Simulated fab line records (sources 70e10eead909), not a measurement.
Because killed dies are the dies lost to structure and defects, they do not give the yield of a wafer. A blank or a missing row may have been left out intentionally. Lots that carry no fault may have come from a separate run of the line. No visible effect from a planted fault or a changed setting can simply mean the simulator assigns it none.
What tool caused it? -- flow nand-harc -- 11 lots, 33 wafers sampled, at 6 steps of a route of 1302

WHAT THE GAUGES SHOWED, per wafer
NHARC_A_CHANNEL_HOLE_D1_INSPECT_40.
lot,measured,on,raw-defect-count
L499,day 8 22:02,defect-inspect-01,41 69 51
L501,day 9 20:06,defect-inspect-02,45 52 53
L509,day 12 21:52,defect-inspect-01,93 1029 118
L510,day 13 10:28,defect-inspect-02,56 910 40
L511,day 13 18:29,defect-inspect-01,56 48 69
L516,day 16 08:22,defect-inspect-02,96 110 123
L517,day 16 11:50,defect-inspect-02,42 59 61
L518,day 16 16:52,defect-inspect-02,103 87 107
L519,day 17 07:53,defect-inspect-01,79 61 46
L520,day 17 12:07,defect-inspect-02,67 69 43
L521,day 18 00:12,defect-inspect-01,72 75 78

NHARC_END_SORT_01.
lot,measured,on,killed-at-array,killed-at-other,killed-at-periphery,killed-dies,killed-open,killed-short
L509,day 28 08:27,prober-02,76 145 78,0 1 1,6 11 5,82 157 84,1 2 1,2 1 1
L510,day 28 07:37,prober-01,22 107 22,2 0 2,6 3 2,30 110 26,4 1 2,1 2 3

EACH LOT AND THE TOOL THAT RAN IT (in order: tool; ch and the chambers of the sampled wafers; start)
lot,NHARC_A_CHANNEL_HOLE_D1_ETCH_38,NHARC_A_CHANNEL_HOLE_D1_ETCH_25,NHARC_A_CHANNEL_HOLE_D1_ETCH_26,NHARC_A_CHANNEL_FILL_D1_ALD_03
L499,"rie-diel-02 ch 0,1,2, day 8 12:23","har-etch-01 ch 0,1, day 8 19:13","har-etch-01 ch 0,1, day 8 20:05","ald-sin-batch-01 ch 0, no start"
L501,"rie-diel-13 ch 1,2,3, day 9 11:27","har-etch-01 ch 0,1, day 9 17:26","har-etch-01 ch 0,1, day 9 18:12","ald-sin-batch-03 ch 0, no start"
L509,"rie-diel-07 ch 0,2,3, day 12 10:53","har-etch-02 ch 0,1, day 12 19:02","har-etch-02 ch 0,1, day 12 19:55","ald-sin-batch-03 ch 0, day 28 08:27 or earlier"
L510,"rie-diel-07 ch 0,1,2, day 13 03:22","har-etch-01 ch 1, day 13 07:22","har-etch-01 ch 1, day 13 08:14","ald-sin-batch-02 ch 0, day 28 07:37 or earlier"
L511,"rie-diel-13 ch 1,2,3, day 13 10:35","har-etch-01 ch 0,1, day 13 15:40","har-etch-01 ch 0,1, day 13 16:32","ald-sin-batch-03 ch 0, no start"
L516,"rie-diel-02 ch 0,1, day 16 01:33","har-etch-02 ch 0,1, day 16 05:43","har-etch-02 ch 0,1, day 16 06:29","ald-sin-batch-03 ch 0, no start"
L517,"rie-diel-07 ch 1,2, day 16 02:41","har-etch-01 ch 0,1, day 16 08:50","har-etch-01 ch 0,1, day 16 09:30","ald-sin-batch-02 ch 0, no start"
L518,"rie-diel-07 ch 0,1,3, day 16 10:05","har-etch-02 ch 0,1, day 16 14:12","har-etch-02 ch 0,1, day 16 14:59","ald-sin-batch-03 ch 0, no start"
L519,"rie-diel-07 ch 1,2,3, day 17 01:05","har-etch-01 ch 0,1, day 17 05:04","har-etch-01 ch 0,1, day 17 05:58","ald-sin-batch-03 ch 0, no start"
L520,"rie-diel-07 ch 0,1,2, day 17 02:22","har-etch-01 ch 0,1, day 17 09:32","har-etch-01 ch 0,1, day 17 10:12","ald-sin-batch-02 ch 0, no start"
L521,"rie-diel-07 ch 0,1, day 17 16:21","har-etch-01 ch 0, day 17 21:32","har-etch-01 ch 0, day 17 22:19","ald-sin-batch-02 ch 0, no start"
- NHARC_A_CHANNEL_HOLE_D1_ETCH_38: etches the open film in CF4, target depth 39 nm, time 65 s.
- NHARC_A_CHANNEL_HOLE_D1_ETCH_25: etches the open film in C4F8/O2/Ar, time 1040.2 s, target depth 1500 nm.
- NHARC_A_CHANNEL_HOLE_D1_ETCH_26: etches the open film in C4F8/O2/Ar, time 224.1 s, target depth 300 nm.
- NHARC_A_CHANNEL_FILL_D1_ALD_03: deposits SiNx, target thk 6 nm, pulse time 60 s, ald cycles 58.

AS READ BY THE TOOLS THEMSELVES (means over the sampled wafers that have a number; for cases with no such wafer, the mark the record gives instead)
NHARC_A_CHANNEL_HOLE_D1_ETCH_38.
lot,tool,drypump-motor-current-A (A),oes-product-au (a.u.),rf-vpp-V (V),showerhead-plenum-p-Torr (Torr),throttle-valve-pct (%)
L499,rie-diel-02,5.8,0.997,150.5,1.77,13.289
L501,rie-diel-13,6.2,0.997,151.9,1.77,13.287
L509,rie-diel-07,5.5,1.015,151.1,1.74,13.283
L510,rie-diel-07,5.4,1.007,150.7,1.77,13.287
L511,rie-diel-13,6.1,1.000,151.4,1.76,13.282
L516,rie-diel-02,5.9,0.997,151.7,1.82,13.278
L517,rie-diel-07,5.6,0.999,151.0,1.73,13.284
L518,rie-diel-07,5.4,1.022,150.6,1.76,13.287
L519,rie-diel-07,5.6,1.018,151.0,1.71,13.280
L520,rie-diel-07,5.4,1.014,151.5,1.77,13.285
L521,rie-diel-07,5.2,1.002,151.5,1.79,13.276

NHARC_A_CHANNEL_HOLE_D1_ETCH_25.
lot,tool,drypump-motor-current-A (A),oes-air-line-au (a.u.),showerhead-plenum-p-Torr (Torr),throttle-valve-pct (%)
L499,har-etch-01,5.7,1.005,3.73,32.233
L501,har-etch-01,5.7,0.997,3.72,32.231
L509,har-etch-02,6.1,1.009,3.60,32.244
L510,har-etch-01,5.7,0.983,3.69,32.232
L511,har-etch-01,5.7,0.999,3.69,32.242
L516,har-etch-02,5.7,1.012,3.55,32.250
L517,har-etch-01,5.7,1.004,3.67,32.226
L518,har-etch-02,5.7,1.000,3.55,32.230
L519,har-etch-01,5.7,0.995,3.66,32.235
L520,har-etch-01,5.7,1.009,3.66,32.243
L521,har-etch-01,5.8,0.995,3.65,32.231

NHARC_A_CHANNEL_HOLE_D1_ETCH_26.
lot,tool,drypump-motor-current-A (A),oes-air-line-au (a.u.),showerhead-plenum-p-Torr (Torr),throttle-valve-pct (%)
L499,har-etch-01,5.7,1.013,3.78,24.581
L501,har-etch-01,5.7,1.011,3.77,24.592
L509,har-etch-02,6.1,1.002,3.65,24.577
L510,har-etch-01,5.6,0.983,3.74,24.584
L511,har-etch-01,5.8,0.995,3.74,24.572
L516,har-etch-02,5.7,1.007,3.60,24.588
L517,har-etch-01,5.6,1.007,3.72,24.578
L518,har-etch-02,5.7,1.012,3.59,24.578
L519,har-etch-01,5.7,0.987,3.71,24.581
L520,har-etch-01,5.8,0.979,3.71,24.576
L521,har-etch-01,5.8,0.996,3.70,24.577

NHARC_A_CHANNEL_FILL_D1_ALD_03.
lot,tool,precursor-pulse-height-rel
L499,ald-sin-batch-01,1.012
L501,ald-sin-batch-03,0.996
L509,ald-sin-batch-03,1.001
L510,ald-sin-batch-02,1.030
L511,ald-sin-batch-03,0.965
L516,ald-sin-batch-03,1.011
L517,ald-sin-batch-02,1.001
L518,ald-sin-batch-03,0.978
L519,ald-sin-batch-03,0.987
L520,ald-sin-batch-02,0.981
L521,ald-sin-batch-02,0.995

THE ANSWER, worked out from the rows above alone
Rule: what is usual is taken from the lots themselves. Put in order of their means at a reading, lots are off if they are a third of the lots or fewer, leave a main group of 4 or more, and stand apart from it by a gap of 3 or more times the standard deviation of the main group's means; of several such gaps the widest counts. A main group is skipped when, at the precision printed for the reading in the tables above, its means are all equal. A lot without any number at a reading at which 4 lots or more have one is off too. Any other lot the step has rows for is counted as sound. The gauges are gone through in route order, then the tools' own readings, and for those a lot's mean is taken as printed above. At the first step where some lot is off, the reading lying furthest off is the one used; lots without a number count as furthest.
Off: L509, L510 (NHARC_A_CHANNEL_HOLE_D1_INSPECT_40, raw-defect-count). The main group has a mean of 69 with a standard deviation of 20.
A tool fits if, at a process step before that reading, it ran every lot that is off, and no sound lot after the first of them. The gauges at NHARC_A_CHANNEL_HOLE_D1_INSPECT_40 are tried like those tools. Of those tried, none fits.

WHAT HAD BEEN PUT IN BY THE SIMULATOR
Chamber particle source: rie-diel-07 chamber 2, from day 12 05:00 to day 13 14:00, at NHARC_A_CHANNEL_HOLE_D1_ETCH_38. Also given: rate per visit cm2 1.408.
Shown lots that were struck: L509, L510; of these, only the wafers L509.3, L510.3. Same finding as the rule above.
